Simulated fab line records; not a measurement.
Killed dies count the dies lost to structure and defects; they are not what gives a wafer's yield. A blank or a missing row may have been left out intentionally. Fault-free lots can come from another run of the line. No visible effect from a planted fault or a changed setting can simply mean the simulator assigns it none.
Matching of chambers -- flow n5 finfet -- pecvd-04 running N5_BEOL_M13_ILD_DEP_00: 3 sister chambers
The step deposits SiOC from DEMS/O2, target thk 837.92 nm, time 166.4 s. 3 wafers are shown with their chamber, then 7 later ones without.

## WAFERS PAIRED WITH THEIR CHAMBERS
wafer,chamber,throttle valve pct (%)
L079.6,2,10.5
L088.2,0,11.8
L088.3,1,12.9

## WAFERS WITH NO CHAMBER GIVEN
wafer,throttle valve pct (%)
L088.5,11.6
L087.1,11.9
L087.5,11.8
L087.6,12.8
L093.2,11.9
L093.5,13.2
L093.6,11.7

## WHICH CHAMBER EACH WENT THROUGH
wafer,from the rows above,in truth
L088.5,0,0
L087.1,0,0
L087.5,0,0
L087.6,1,1
L093.2,0,0
L093.5,1,1
L093.6,0,0
Correctly placed: 7 of 7. Number that these rows cannot place: 0. Placed wrongly: 0.
How it was worked out, from the rows above alone: a wafer's distance from a chamber is the root of the sum, over the readings, of the square of ((its reading less the chamber's mean) divided by the reading's scatter). The wafer belongs to the nearest chamber; if the next one is less than 2 further off, it can't be placed. For every chamber, the mean is computed from those of its wafers that are shown. The scatter (one wafer shown for each chamber): square how far every hidden wafer sits from the nearest shown wafer, average those squares and take the square root.
